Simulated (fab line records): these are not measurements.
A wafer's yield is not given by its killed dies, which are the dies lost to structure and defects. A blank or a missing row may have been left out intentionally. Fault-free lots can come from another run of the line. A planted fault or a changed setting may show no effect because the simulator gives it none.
Comparing a struck lot with a sound one :: flow n5-finfet :: 41 out of 1938 route steps
Sound: these wafers, L161.1, L161.2, L161.6. Struck: wafers L157.3, L157.5, L157.6. The cause comes at the end.
For every step that has rows: the tool of each side, followed by ch and its chambers, followed by its first start. Under that, the readings that differ: sound wafers :: struck wafers :: difference of the means :: sigmas: that difference in standard deviations of wafers without a fault.
alike: readings whose means differ by less than 2 such deviations, and words and numbers that are the same on both sides. not compared: withheld readings, readings that some wafer has no value for, bounds like >300 that may hide the same value, and numbers for which the record gives no deviation and whose values overlap.
The two part at a step that has a row with sigmas, a row that says differs or no value, or rows on one side only. When numbers do not overlap yet have no deviation, they are printed without sigmas and do not part them. A reading that every wafer of one side lacks parts them only if that side has two wafers or more.

first, 12 steps without rows for these wafers: N5_HKMG_FIN_ALD_91 (deposits TiN, target thk 1 nm, pulse time 1 s, purge time 3 s); N5_HKMG_FIN_COAT_85 (time 60 s, resist thk 300 nm); N5_HKMG_FIN_ETCH_86 (etches SOC in N2/H2, stops on TiN, target depth 393.2 nm); N5_HKMG_FIN_STRIP_89 (strips SOC in N2/H2, time 20 s); N5_HKMG_FIN_WET_ETCH_87 (etches TiN in SC1, time 154.2 s, target depth 4.7 nm, rinse time 30 s); N5_HKMG_FIN_STRIP_88 (strips in N2/H2, time 360 s); N5_HKMG_FIN_NWFM_ALD_20 (deposits TiAlC, target thk 2 nm, pulse time 3 s, purge time 2 s); N5_HKMG_FIN_ALD_71 (deposits TiN, target thk 1 nm, pulse time 1 s, purge time 3 s); N5_HKMG_FIN_COAT_66 (time 60 s, resist thk 300 nm); N5_HKMG_FIN_ETCH_67 (etches SOC in N2/H2, stops on TiN, target depth 388.9 nm); N5_HKMG_FIN_STRIP_90 (strips SOC in N2/H2, time 20 s); N5_HKMG_FIN_WET_ETCH_73 (etches the open film in SC1, time 42.3 s, target depth 1.3 nm, rinse time 30 s).
N5_HKMG_FIN_ETCHBACK_68: etches the open film in Cl2/Ar, stops on HfO2, target depth 0.5 nm.
  sound on rie-metal-02 ch 0,1, day 7 19:58; struck on rie-metal-02 ch 0,1, day 6 19:45
  no value came back on the struck wafers for any of 5 readings (bias-w (W), chamber-pressure-mTorr (mTorr) and others); on the sound wafers bias-w (W) reads 60.05 60.18 60.01
  not compared: rf-hours-counter-h
then, 26 steps without rows for these wafers: N5_HKMG_FIN_STRIP_69 (strips in N2/H2, time 360 s); N5_HKMG_FIN_ALD_21 (deposits TiN, target thk 1.5 nm, pulse time 1 s, purge time 3 s); N5_HKMG_FIN_ALD_72 (deposits W, target thk 2 nm, pulse time 1 s, purge time 2 s); N5_HKMG_FIN_W_FILL_22 (material W, target thk 60 nm, time 18.2 s); N5_HKMG_FIN_PRECLEAN_83 (cleans in DIW, time 57.5 s); N5_HKMG_FIN_SRD_84 (dry time 32 s); N5_HKMG_FIN_CMP_23 (polishes, stops on SiNx, t overpolish 10 s, target thk 46.326 nm); N5_HKMG_FIN_CMP_94 (polishes, stops on SiNx, t overpolish 4.7 s, target thk 43.299 nm); N5_GATE_CUT_ETCHBACK_00 (etches W in SF6/Cl2); N5_GATE_CUT_ETCH_56 (etches TiN in Cl2/Ar, target depth 21.6 nm); N5_GATE_CUT_ETCHBACK_30 (etches TiN in Cl2/Ar, target depth 3 nm); N5_GATE_CUT_VAPOR_ETCH_60 (etches HfO2 in BCl3/Cl2); N5_GATE_CUT_ETCH_58 (etches SiNx in CH3F/O2, target depth 17 nm, time 128.6 s); N5_GATE_CUT_STRIP_59 (strips in N2/H2, time 20 s); N5_GATE_CUT_PRECLEAN_31 (cleans in DIW, time 300 s); N5_GATE_CUT_SRD_32 (time 30 s); N5_GATE_CUT_SAC_CAP_01 (material SiNx, target thk 24 nm, pulse time 1 s, ald cycles 480); N5_GATE_CUT_PECVD_57 (deposits SiNx from SiH4/NH3/N2, target thk 21 nm); N5_GATE_CUT_CMP_02 (polishes, stops on SiO2, t overpolish 12.7 s, target thk 0 nm); N5_GATE_CUT_HM_DEP_46 (deposits SiO2 from TEOS/O2, target thk 130 nm, time 26.6 s); N5_GATE_CUT_COAT_34 (time 60 s, resist thk 60 nm); N5_GATE_CUT_COAT_35 (time 60 s, resist thk 10 nm); N5_GATE_CUT_COAT_27 (time 60 s, resist thk 10 nm); N5_GATE_CUT_COAT_07 (resist thk 30 nm); N5_GATE_CUT_EBR_09; N5_GATE_CUT_SOFTBAKE_08 (time 60 s).
-- record jumps: 4 days separate the struck wafers' starts on either side; left off in module GATE_CUT, taken up again in module BEOL_M4, whose first shown step is the route's number 1111 --
N5_BEOL_M4_RC_MEAS_101:
  sound on prober-02 ch 0, day 11 06:42; struck on prober-02 ch 0, day 10 11:00
  alike: DIBL_N, DIBL_P, IOFF_N, IOFF_P, ION_N, ION_P, SS_N, SS_P, VT_N, VT_P
-- here the record skips 4 days between the struck wafers' starts before and after, leaving off in module BEOL_M4 and picking up in module PASSIVATION (first step shown: number 1936 of the route) --
N5_PASSIVATION_PROBE_49:
  rows exist in the record for the struck wafers here (prober-01, day 14 14:29), but not for the sound ones

WHERE THEY PART
At N5_HKMG_FIN_ETCHBACK_68 first; at N5_PASSIVATION_PROBE_49 last (within this record only).

WHY: what had been put in by the simulator
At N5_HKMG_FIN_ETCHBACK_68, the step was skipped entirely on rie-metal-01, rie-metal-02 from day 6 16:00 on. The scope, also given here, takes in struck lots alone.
